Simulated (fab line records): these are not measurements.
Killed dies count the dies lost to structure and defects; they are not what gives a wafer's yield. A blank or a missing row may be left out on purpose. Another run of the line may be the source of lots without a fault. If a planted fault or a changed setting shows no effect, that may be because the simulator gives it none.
Chamber matching :: flow n5 finfet :: rie diel-04 running N5_BEOL_M2_ETCH_77: 4 sister chambers
The step etches underlayer in N2/H2, target depth 6.5 nm, time 5.2 s. 4 wafers are shown with their chamber, then 9 later ones without.

== WAFERS WITH THEIR CHAMBER ==
wafer: L088.4
chamber: 3
showerhead plenum p Torr (Torr): 2.51

wafer: L091.4
chamber: 0
showerhead plenum p Torr (Torr): 2.70

wafer: L091.5
chamber: 1
showerhead plenum p Torr (Torr): 2.50

wafer: L091.6
chamber: 2
showerhead plenum p Torr (Torr): 2.47

== WAFERS WITH NO CHAMBER GIVEN ==
wafer: L090.1
showerhead plenum p Torr (Torr): 2.49

wafer: L090.4
showerhead plenum p Torr (Torr): 2.47

wafer: L090.6
showerhead plenum p Torr (Torr): 2.49

wafer: L092.1
showerhead plenum p Torr (Torr): 2.47

wafer: L092.2
showerhead plenum p Torr (Torr): 2.50

wafer: L092.3
showerhead plenum p Torr (Torr): 2.70

wafer: L093.2
showerhead plenum p Torr (Torr): 2.70

wafer: L093.3
showerhead plenum p Torr (Torr): 2.49

wafer: L093.4
showerhead plenum p Torr (Torr): 2.47

== EACH ONE'S CHAMBER ==
wafer: L090.1
from the rows above: can't be placed: 1 or 3 or 2
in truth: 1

wafer: L090.4
from the rows above: 2
in truth: 2

wafer: L090.6
from the rows above: can't be placed: 1 or 3 or 2
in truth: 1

wafer: L092.1
from the rows above: 2
in truth: 2

wafer: L092.2
from the rows above: can't be placed: 1 or 3
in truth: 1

wafer: L092.3
from the rows above: 0
in truth: 0

wafer: L093.2
from the rows above: 0
in truth: 0

wafer: L093.3
from the rows above: can't be placed: 1 or 3 or 2
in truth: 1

wafer: L093.4
from the rows above: 2
in truth: 2
Placed correctly: 5 of 9. Not placeable from these rows: 4 (in 4, the candidates include the true chamber). Number placed wrongly: 0.
How it was worked out, from the rows above alone: a wafer's distance from a chamber is the root of the sum, over the readings, of the square of ((its reading less the chamber's mean) divided by the reading's scatter). If the next closest chamber is less than 2 further off than the closest, the wafer can't be placed; otherwise it belongs to the closest. Each chamber's mean is taken over the wafers shown for it. The scatter (one wafer shown for each chamber): square how far every hidden wafer sits from the nearest shown wafer, average those squares and take the square root.
